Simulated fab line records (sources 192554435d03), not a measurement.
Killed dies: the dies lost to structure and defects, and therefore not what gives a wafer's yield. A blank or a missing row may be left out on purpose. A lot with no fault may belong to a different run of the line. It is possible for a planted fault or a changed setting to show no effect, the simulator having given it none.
Matching of chambers -- flow n5-finfet -- N5_BEOL_M2_ETCH_70 on rie-diel-04 has 4 sister chambers
The step etches SOC in N2/H2, target depth 80 nm, overetch 24 nm, time 130 s. 14 wafers are shown with their chamber, then 6 later ones without.

== EACH WAFER AND ITS CHAMBER ==
wafer,chamber,showerhead-plenum-p-Torr (Torr),drypump-motor-current-A (A),rf-vpp-V (V)
L512.2,3,2.70,6.0,528.1
L512.4,3,2.70,6.0,528.4
L512.6,1,2.50,6.0,521.8
L515.1,0,2.50,6.5,523.6
L515.4,3,2.69,6.0,527.8
L515.6,0,2.50,6.5,522.9
L519.1,3,2.69,6.0,528.6
L519.2,2,2.47,5.8,521.3
L519.4,1,2.50,6.0,522.8
L522.1,2,2.47,5.9,521.4
L522.2,3,2.69,6.0,527.8
L522.4,1,2.50,5.9,523.5
L523.2,2,2.46,5.9,520.3
L523.6,1,2.49,6.0,523.0

SIGNATURES (averages over the wafers above)
reading,chamber 0,chamber 1,chamber 2,chamber 3,scatter within a chamber
showerhead-plenum-p-Torr,2.5000,2.4975,2.4667,2.6940,0.00512
drypump-motor-current-A,6.500,5.975,5.867,6.000,0.0376
rf-vpp-V,523.250,522.775,521.000,528.140,0.55
Rule: a wafer lies at a distance from a chamber equal to the root of the sum of squares, over the readings, of (its reading less the chamber's mean, divided by the reading's scatter). The wafer belongs to the nearest chamber; if the next one is less than 2 further off, it can't be placed. The scatter: the root of (the sum of the squares of (reading less its chamber's mean) over the shown wafers, divided by (wafers less chambers)).

== WAFERS WITHOUT THEIR CHAMBER ==
wafer,showerhead-plenum-p-Torr (Torr),drypump-motor-current-A (A),rf-vpp-V (V)
L530.2,2.48,6.6,522.1
L530.3,2.49,5.9,523.6
L530.4,2.46,5.8,522.1
L531.1,2.46,5.8,521.4
L531.3,2.68,6.0,528.5
L531.4,2.49,5.9,521.6

== WHICH CHAMBER EACH ONE RAN IN ==
wafer,from the rows above,in truth
L530.2,0,0
L530.3,1,1
L530.4,2,2
L531.1,2,2
L531.3,3,3
L531.4,can't be placed: 1 or 2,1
Correct placement for 5 of the 6. Can't be placed from these rows: 1 (the true chamber is among the candidates in 1). Number placed wrongly: 0.
